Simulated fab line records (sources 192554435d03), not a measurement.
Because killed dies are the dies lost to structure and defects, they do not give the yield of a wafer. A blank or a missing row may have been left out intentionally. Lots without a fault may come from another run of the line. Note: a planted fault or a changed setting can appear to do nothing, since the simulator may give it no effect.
fab line records ; flow n5Finfet
record lots=12; wafers=36; lastDay=17
route steps=1938 shown MIM_BOT_LITHO@1864 MIM_BOT_ETCH@1867 PASSIVATION@1915
lots that met no fault: taken from a fault-free run of the same line
startH: hours from the record's first day to the start of the lot's first wafer shown ; waitH: hours since the lot's step before ; " the same as in the row above ; L1.1+2: a row that stands for several wafers ; - either no value or no given start ; * or withheld: withheld ; < > ~ a bound
route shown NAME@n: names a module that has steps shown in the file, with the first one's number in the route ; usual: average and standard deviation across the fault-free wafers ; same: alike in all rows ; chamber/n: place in a boat ; sites: per-site readings ; _std_site: their standard deviation ; _edge_site: the outer-site mean with the inner-site mean subtracted ; radiusMm: how far each site lies from the wafer's centre ; mask NAME#n: copy n ; behind: tool/chamber where the wafer was last shaped ; hold: reason for holding the lot/hours on hold/outcome of the hold ; device: the transistor (n, p or np) that didn't switch ; end of line: tests run on the same wafers once the route is complete ; a step given without rows: its recipe and nothing more ; killed: at the first sort, the dies lost to defects and structure; wafer yield is something else ; map: per-die view of a wafer (x killed, . not killed, _ where there is no die)
set.NAME: the setting the step ran with; set.NAME@STEP: the setting that earlier step ran with ; model.NAME: the simulator's own value behind a step, which no gauge read
the route's steps for a sample of lots (tables are steps, rows are wafers)
services: the hour from which a tool's chamber was out of use, counted from the record's first day as startH (under 0 if before that day), plus the number of hours and why
## steps
# step N5_MIM_BOT_LITHO_INSPECT_12
# recipe mode=adi; inspectInstrument=macro
# usual rawDefectCount=2.1/1.5
lot.wafer;tool;chamber;startH;waitH;rawDefectCount
L522.3;defectInspect-02;-;281.39;0.0;4
L522.5;defectInspect-02;-;281.39;0.0;2
L522.6;defectInspect-02;-;281.39;0.0;1
L523.3;defectInspect-01;-;285.73;0.0;7
L523.4;defectInspect-01;-;285.73;0.0;3
L523.5;defectInspect-01;-;285.73;0.0;1
L526.4;defectInspect-01;-;289.68;0.0;2
L526.5;defectInspect-01;-;289.68;0.0;3
L526.6;defectInspect-01;-;289.68;0.0;5
L527.2;defectInspect-01;-;291.60;0.0;1
L527.3;defectInspect-01;-;291.60;0.0;1
L527.6;defectInspect-01;-;291.60;0.0;4
L528.2;defectInspect-02;-;305.46;0.0;1
L528.3;defectInspect-02;-;305.46;0.0;1
L528.5;defectInspect-02;-;305.46;0.0;1
L529.1;defectInspect-01;-;311.73;0.0;1
L529.3;defectInspect-01;-;311.73;0.0;3
L529.6;defectInspect-01;-;311.73;0.0;1
L530.1;defectInspect-01;-;317.28;0.0;2
L530.4;defectInspect-01;-;317.28;0.0;0
L530.6;defectInspect-01;-;317.28;0.0;0
L539.1;defectInspect-01;-;372.80;0.0;1
L539.2;defectInspect-01;-;372.80;0.0;3
L539.3;defectInspect-01;-;372.80;0.0;2
L543.2;defectInspect-02;-;379.17;0.0;3
L543.3;defectInspect-02;-;379.17;0.0;2
L543.5;defectInspect-02;-;379.17;0.0;1
L541.1;defectInspect-02;-;390.03;0.0;4
L541.2;defectInspect-02;-;390.03;0.0;1
L541.6;defectInspect-02;-;390.03;0.0;5
L542.1;defectInspect-01;-;390.96;0.0;4
L542.2;defectInspect-01;-;390.96;0.0;2
L542.6;defectInspect-01;-;390.96;0.0;2
L545.4;defectInspect-02;-;400.39;0.0;2
L545.5;defectInspect-02;-;400.39;0.0;1
L545.6;defectInspect-02;-;400.39;0.0;0
# step N5_MIM_BOT_ETCH_ETCH_03
# recipe chemistry=Cl2/BCl3; targetDepthA=120; pressureMtorr=8; icpW=800; biasW=100; Cl2_flow_sccm=20; bcl3FlowSccm=80
# usual drypumpMotorCurrentA=5.7/0.39; oesProductAu=0.75/0.07; throttleValvePct=27.49/0.13
lot.wafer;tool;chamber;startH;waitH;drypumpMotorCurrentA;oesProductAu;rfHoursCounterH;throttleValvePct
L522.3;rieMetal-03;1;281.61;0.1;5.7;0.69;-;27.49
L522.5;rieMetal-03;1;281.61;0.1;5.7;0.68;-;27.49
L522.6;rieMetal-03;0;281.61;0.1;5.2;0.83;-;27.48
L523.3;rieMetal-01;0;286.09;0.1;6.6;0.79;-;27.55
L523.4;rieMetal-01;1;286.09;0.1;5.8;0.71;-;27.39
L523.5;rieMetal-01;0;286.09;0.1;6.6;0.80;-;27.57
L526.4;rieMetal-02;0;289.90;0.1;5.9;0.85;-;27.30
L526.5;rieMetal-02;0;289.90;0.1;5.9;0.85;-;27.30
L526.6;rieMetal-02;1;289.90;0.1;5.4;0.70;-;27.67
L527.2;rieMetal-01;1;291.79;0.1;5.8;0.71;71;27.38
L527.3;rieMetal-01;0;291.79;0.1;6.6;0.78;-;27.57
L527.6;rieMetal-01;1;291.79;0.1;5.8;0.71;-;27.38
L528.2;rieMetal-01;0;305.65;0.1;6.6;0.78;34;27.56
L528.3;rieMetal-01;0;305.65;0.1;6.6;0.78;-;27.56
L528.5;rieMetal-01;1;305.65;0.1;5.8;0.70;-;27.39
L529.1;rieMetal-02;0;311.92;0.1;5.9;0.85;23;27.30
L529.3;rieMetal-02;1;311.92;0.1;5.5;0.69;-;27.66
L529.6;rieMetal-02;1;311.92;0.1;5.5;0.69;-;27.69
L530.1;rieMetal-03;1;317.87;0.1;5.7;0.68;86;27.50
L530.4;rieMetal-03;1;317.87;0.1;5.7;0.68;-;27.49
L530.6;rieMetal-03;1;317.87;0.1;5.7;0.68;-;27.47
L539.1;rieMetal-03;1;373.10;0.1;5.7;0.67;93;27.53
L539.2;rieMetal-03;0;373.10;0.1;5.2;0.81;28;27.48
L539.3;rieMetal-03;1;373.10;0.1;5.7;0.67;-;27.50
L543.2;rieMetal-02;0;379.37;0.1;5.9;0.83;29;27.32
L543.3;rieMetal-02;0;379.37;0.1;5.9;0.83;-;27.31
L543.5;rieMetal-02;0;379.37;0.1;5.9;0.83;-;27.34
L541.1;rieMetal-03;1;390.21;0.1;5.7;0.66;94;27.50
L541.2;rieMetal-03;0;390.21;0.1;5.2;0.80;29;27.46
L541.6;rieMetal-03;0;390.21;0.1;5.3;0.79;-;27.48
L542.1;rieMetal-02;0;391.15;0.1;5.9;0.82;30;27.31
L542.2;rieMetal-02;1;391.15;0.1;5.5;0.68;84;27.70
L542.6;rieMetal-02;1;391.15;0.1;5.5;0.67;-;27.69
L545.4;rieMetal-03;1;400.61;0.1;5.7;0.66;-;27.52
L545.5;rieMetal-03;0;400.61;0.1;5.2;0.80;-;27.48
L545.6;rieMetal-03;1;400.61;0.1;5.7;0.66;-;27.50
# step N5_MIM_BOT_ETCH_ETCH_00
# recipe chemistry=Cl2/BCl3; target=TiN; targetDepthA=455; ionEnergyEv=150; pressureMtorr=10; icpW=1000; biasW=126; Cl2_flow_sccm=53.25; bcl3FlowSccm=21.75; Ar_flow_sccm=25
# usual drypumpMotorCurrentA=5.7/0.38; oesProductAu=0.75/0.07; throttleValvePct=21.85/0.11
lot.wafer;tool;chamber;startH;waitH;drypumpMotorCurrentA;oesProductAu;rfHoursCounterH;throttleValvePct
L522.3;rieMetal-03;1;281.71;0.1;5.7;0.69;-;21.86
L522.5;rieMetal-03;1;281.71;0.1;5.7;0.68;-;21.84
L522.6;rieMetal-03;0;281.71;0.1;5.2;0.84;-;21.85
L523.3;rieMetal-01;0;286.19;0.1;6.6;0.79;-;21.90
L523.4;rieMetal-01;1;286.19;0.1;5.8;0.72;-;21.78
L523.5;rieMetal-01;0;286.19;0.1;6.6;0.80;-;21.88
L526.4;rieMetal-02;0;290.00;0.1;5.9;0.86;-;21.67
L526.5;rieMetal-02;0;290.00;0.1;5.9;0.86;-;21.67
L526.6;rieMetal-02;1;290.00;0.1;5.5;0.69;-;21.99
L527.2;rieMetal-01;1;291.88;0.1;5.8;0.71;71;21.78
L527.3;rieMetal-01;0;291.88;0.1;6.6;0.79;-;21.89
L527.6;rieMetal-01;1;291.88;0.1;5.8;0.72;-;21.77
L528.2;rieMetal-01;0;305.74;0.1;6.6;0.79;34;21.89
L528.3;rieMetal-01;0;305.74;0.1;6.6;0.78;-;21.88
L528.5;rieMetal-01;1;305.74;0.1;5.8;0.71;-;21.78
L529.1;rieMetal-02;0;312.01;0.1;6.0;0.85;23;21.69
L529.3;rieMetal-02;1;312.01;0.1;5.5;0.69;-;21.99
L529.6;rieMetal-02;1;312.01;0.1;5.5;0.69;-;22.01
L530.1;rieMetal-03;1;317.96;0.1;5.6;0.68;86;21.86
L530.4;rieMetal-03;1;317.96;0.1;5.7;0.68;-;21.87
L530.6;rieMetal-03;1;317.96;0.1;5.7;0.67;-;21.87
L539.1;rieMetal-03;1;373.19;0.1;5.7;0.66;93;21.88
L539.2;rieMetal-03;0;373.19;0.1;5.2;0.80;28;21.87
L539.3;rieMetal-03;1;373.19;0.1;5.7;0.67;-;21.87
L543.2;rieMetal-02;0;379.46;0.1;5.9;0.84;29;21.68
L543.3;rieMetal-02;0;379.46;0.1;5.9;0.83;-;21.69
L543.5;rieMetal-02;0;379.46;0.1;5.9;0.83;-;21.68
L541.1;rieMetal-03;1;390.30;0.1;5.7;0.66;94;21.88
L541.2;rieMetal-03;0;390.30;0.1;5.2;0.80;29;21.88
L541.6;rieMetal-03;0;390.30;0.1;5.2;0.81;-;21.88
L542.1;rieMetal-02;0;391.24;0.1;5.9;0.83;30;21.68
L542.2;rieMetal-02;1;391.24;0.1;5.5;0.68;84;22.01
L542.6;rieMetal-02;1;391.24;0.1;5.5;0.68;-;22.00
L545.4;rieMetal-03;1;400.71;0.1;5.7;0.66;-;21.88
L545.5;rieMetal-03;0;400.71;0.1;5.2;0.79;-;21.88
L545.6;rieMetal-03;1;400.71;0.1;5.7;0.66;-;21.90
# step N5_PASSIVATION_PECVD_53
# recipe material=SiO2; targetThkA=8000; tempC=400; precursor=TEOS/O2; pressureTorr=6.5; rfW=withheld; teosFlowSccm=withheld; gas=O2; flowSccm=2650; timeS=169.4
# usual susceptorTempC=399.99/0.22
lot.wafer;tool;chamber;startH;waitH;susceptorTempC
L522.3;pecvd-04;2;287.49;0.0;399.97
L522.5;pecvd-04;0;287.49;0.0;399.80
L522.6;pecvd-04;1;287.49;0.0;399.65
L523.3;pecvd-01;1;292.32;0.0;400.32
L523.4;pecvd-01;2;292.32;0.0;399.87
L523.5;pecvd-01;1;292.32;0.0;399.94
L526.4;pecvd-03;1;295.97;0.1;400.37
L526.5;pecvd-03;0;295.97;0.1;399.86
L526.6;pecvd-03;2;295.97;0.1;399.96
L527.2;pecvd-03;2;296.58;0.0;400.15
L527.3;pecvd-03;1;296.58;0.0;400.01
L527.6;pecvd-03;0;296.58;0.0;400.02
L528.2;pecvd-03;1;312.03;0.0;429.23
L528.3;pecvd-03;0;312.03;0.0;399.70
L528.5;pecvd-03;2;312.03;0.0;400.09
L529.1;pecvd-03;0;315.96;0.0;399.82
L529.3;pecvd-03;1;315.96;0.0;429.72
L529.6;pecvd-03;0;315.96;0.0;399.91
L530.1;pecvd-03;1;322.40;0.0;429.34
L530.4;pecvd-03;1;322.40;0.0;429.68
L530.6;pecvd-03;0;322.40;0.0;399.88
L539.1;pecvd-04;2;378.16;0.0;399.97
L539.2;pecvd-04;1;378.16;0.0;399.87
L539.3;pecvd-04;0;378.16;0.0;400.36
L543.2;pecvd-03;1;384.93;0.0;399.97
L543.3;pecvd-03;1;384.93;0.0;400.04
L543.5;pecvd-03;0;384.93;0.0;399.98
L541.1;pecvd-01;0;395.97;0.0;400.12
L541.2;pecvd-01;2;395.97;0.0;399.90
L541.6;pecvd-01;1;395.97;0.0;399.88
L542.1;pecvd-01;1;397.39;0.0;400.55
L542.2;pecvd-01;2;397.39;0.0;399.70
L542.6;pecvd-01;2;397.39;0.0;399.76
L545.4;pecvd-03;0;409.72;0.1;400.02
L545.5;pecvd-03;0;409.72;0.1;400.30
L545.6;pecvd-03;2;409.72;0.1;399.48
## services
tool;chamber;startH;hours;kind
rieMetal-03;-;259.33;0.2;repair
pecvd-01;0;275.00;5.5;scheduledDown
pecvd-04;0;290.32;5.5;scheduledDown
pecvd-03;-;292.21;0.6;repair
pecvd-04;0;306.89;23.2;repair
pecvd-04;-;319.62;0.5;repair
pecvd-03;2;351.28;5.5;repair
pecvd-01;1;354.69;2.1;scheduledDown
pecvd-01;1;363.56;5.5;scheduledDown
pecvd-04;0;383.74;2.1;scheduledDown
rieMetal-03;0;385.93;3.5;repair
rieMetal-02;-;386.02;0.7;repair
pecvd-03;1;386.27;2.1;scheduledDown
pecvd-03;2;388.40;2.1;scheduledDown
pecvd-03;1;390.53;-;clean
pecvd-03;1;390.53;-;consumableReplace:showerhead
rieMetal-02;-;391.73;1.4;pm
## key
firstSign step=N5_PASSIVATION_PECVD_53; reading=susceptorTempC; direction=up; sigmas=99+; usual=*; struck=*
effect none on later readings
metAt N5_PASSIVATION_PECVD_53
struckLots L528,L529,L530
struckWafers L528.2,L529.3,L530.1,L530.4
notActingAt N5_MIM_BOT_LITHO_INSPECT_12,N5_MIM_BOT_ETCH_ETCH_03,N5_MIM_BOT_ETCH_ETCH_00
onsetBetween 296.58 312.03
fault kind=processParameterDrift; tool=pecvd-03; chamber=1; onsetH=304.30; steps=N5_PASSIVATION_PECVD_53; channel=tempC; offset=*; shape=step; endH=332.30; actsIn=*; stated=*
